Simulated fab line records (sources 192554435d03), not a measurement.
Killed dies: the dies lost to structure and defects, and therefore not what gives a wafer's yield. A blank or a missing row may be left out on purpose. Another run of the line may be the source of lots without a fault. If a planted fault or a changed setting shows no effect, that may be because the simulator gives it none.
Problem report, 8D (eight disciplines) form, completed by code ; flow n5 finfet ; the parts of the form that need people (team, actions taken, sign-off) are left out

1. THE ISSUE
Mean RS_NWELL at N5_BEOL_M4_RC_MEAS_101: 1259 ohm/sq over 4 wafers in 2 lots; fault-free wafers: 1036 ohm/sq, standard deviation 7.1. Relative to the usual mean, that is a shift of +31 standard deviations.
Earliest sighting: wafer L402.1 on prober-02 at day 12 05:52. At this step, 28 wafers from 10 lots have a number in the record. By rule, "out" or "out of limits" means more than 4 standard deviations away from the usual mean. Any other wafer with a number is counted as sound.

2. WHAT IT IS; WHAT IT IS NOT
question;is;is not
which readings at this step;RS_NWELL;DIBL_N, DIBL_P, IOFF_N, IOFF_P, ION_N, SS_N, SS_P, VT_P
which lots;L402, L403;L387, L388, L392, L393, L394, L397, L401, L407
which wafers of those lots;all that have a number;-
read on which gauges;prober-02;prober-01
when;from day 12 05:52;"up to then (18 sound wafers); but 6 sound wafers of L401, L407 came after"

3. THE SUSPECTS, EACH WITH WHAT RULES IT OUT
Counting: a tool at any process step up to the reading remains a suspect when it ran all the lots that are out and ran no sound lot after the first of those.
- ruled out: the gauge at N5_BEOL_M4_RC_MEAS_101. All the wafers that are out were read on prober-02, but those of them that N5_WELL_APT_IMPLANT_14 has rows for are out there too, on other tools.
- implanter-02 at N5_WELL_APT_IMPLANT_14: kept. Every lot that is out went through it, starting with L402 (day 5 08:00), and after that it ran no sound lot; the last sound lot it ran before then is L401 (day 5 02:18). Out on those wafers are its own readings of dose ions cm2, faraday current uA.
The count leaves implanter-02 at N5_WELL_APT_IMPLANT_14.

4. THE CAUSE (what the simulator had put in)
Process parameter drift: implanter-02, from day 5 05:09 on, at N5_WELL_APT_IMPLANT_14. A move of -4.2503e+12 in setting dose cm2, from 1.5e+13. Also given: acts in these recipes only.
This tool alone remained once counting was done.

5. THE CHAIN OF EFFECTS, in route order
Rows list readings where the struck wafers' mean (over those with a number) sits beyond 3 standard deviations from the usual. Only readings for which the record gives a usual standard deviation are gone through. hours: the time from each lot's start at the first step in this table that gives one to its start at this step, as a median over the lots. sigmas: the change in usual standard deviations.
hours;step;reading;usual;on struck wafers;change;sigmas
0;N5_WELL_APT_IMPLANT_14;dose ions cm2;1.5001e+13;1.0746e+13;-4.2552e+12;-99 or more
0;N5_WELL_APT_IMPLANT_14;faraday current uA;190;136;-54;-16
164;N5_BEOL_M4_RC_MEAS_101;RS_NWELL;1036 ohm/sq;1259;+223;+31
The process steps in it:
- N5_WELL_APT_IMPLANT_14

6. HOW IT WOULD HAVE BEEN CAUGHT EARLIER
Counted from the fault's start at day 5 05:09, it took 169 hours until the first out-of-limits reading at a measuring or inspecting step in this record, taken at day 12 05:52.
At N5_WELL_APT_IMPLANT_14, the tool's own readings (dose ions cm2, faraday current uA) were out on each struck wafer the step has a row for, so an alarm limit on them would have fired on the first such wafer.
By day 12 05:52, every lot that is out (2) had started N5_WELL_APT_IMPLANT_14 on implanter-02. Had the tool been put on hold then, not one of them would have been saved.
